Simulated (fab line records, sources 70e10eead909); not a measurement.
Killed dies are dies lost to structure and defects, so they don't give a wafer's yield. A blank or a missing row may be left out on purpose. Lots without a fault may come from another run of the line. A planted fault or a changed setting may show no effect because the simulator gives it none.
Chamber matching | flow nand_harc | NHARC_P_BONDPAD_CMP_19 on cmp-04: 4 sister chambers
The step polishes, t overpolish 30 s, cu recess touch 16 s, target thk 160.81 nm. 8 wafers are shown with their chamber, then 8 later ones without.

WAFERS WITH THEIR CHAMBER
wafer  | chamber | motor_current_A (A) | overpolish_run_s (s)
L104.4 | 0       | 12.3                | 30.010
L104.5 | 0       | 11.7                | 29.990
L114.1 | 2       | 13.8                | 29.987
L114.4 | 1       | 13.8                | 29.994
L122.1 | 3       | 11.7                | 29.988
L122.2 | 1       | 13.3                | 30.013
L122.6 | 2       | 13.8                | 30.011
L121.3 | 3       | 10.5                | 29.990

WAFERS WITHOUT THEIR CHAMBER
wafer  | motor_current_A (A) | overpolish_run_s (s)
L121.4 | 14.1                | 30.021
L121.5 | 13.6                | 30.000
L124.1 | 11.2                | 30.000
L124.3 | 14.0                | 30.015
L124.6 | 13.9                | 30.018
L125.3 | 12.7                | 29.998
L125.4 | 13.1                | 29.978
L125.6 | 13.6                | 30.004

WHICH CHAMBER EACH WENT THROUGH
wafer  | from the rows above               | in truth
L121.4 | can't be placed: 1 or 2           | 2
L121.5 | can't be placed: 1 or 2           | 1
L124.1 | can't be placed: 3 or 0           | 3
L124.3 | can't be placed: 1 or 2           | 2
L124.6 | can't be placed: 1 or 2           | 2
L125.3 | can't be placed: 0 or 1 or 2 or 3 | 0
L125.4 | can't be placed: 2 or 1 or 0 or 3 | 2
L125.6 | can't be placed: 1 or 2           | 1
Placed correctly: 0 of 8. Can't be placed from these rows: 8 (the true chamber is among the candidates in 8). Placed wrongly: 0.
How it was worked out, from the rows above alone: a wafer's distance from a chamber is the root of the sum, over the readings, of the square of ((its reading less the chamber's mean) divided by the reading's scatter). The wafer belongs to the nearest chamber; if the next one is less than 2 further off, it can't be placed. A chamber's mean is the mean of its shown wafers. The scatter: the root of (the sum of the squares of (reading less its chamber's mean) over the shown wafers, divided by (wafers less chambers)).
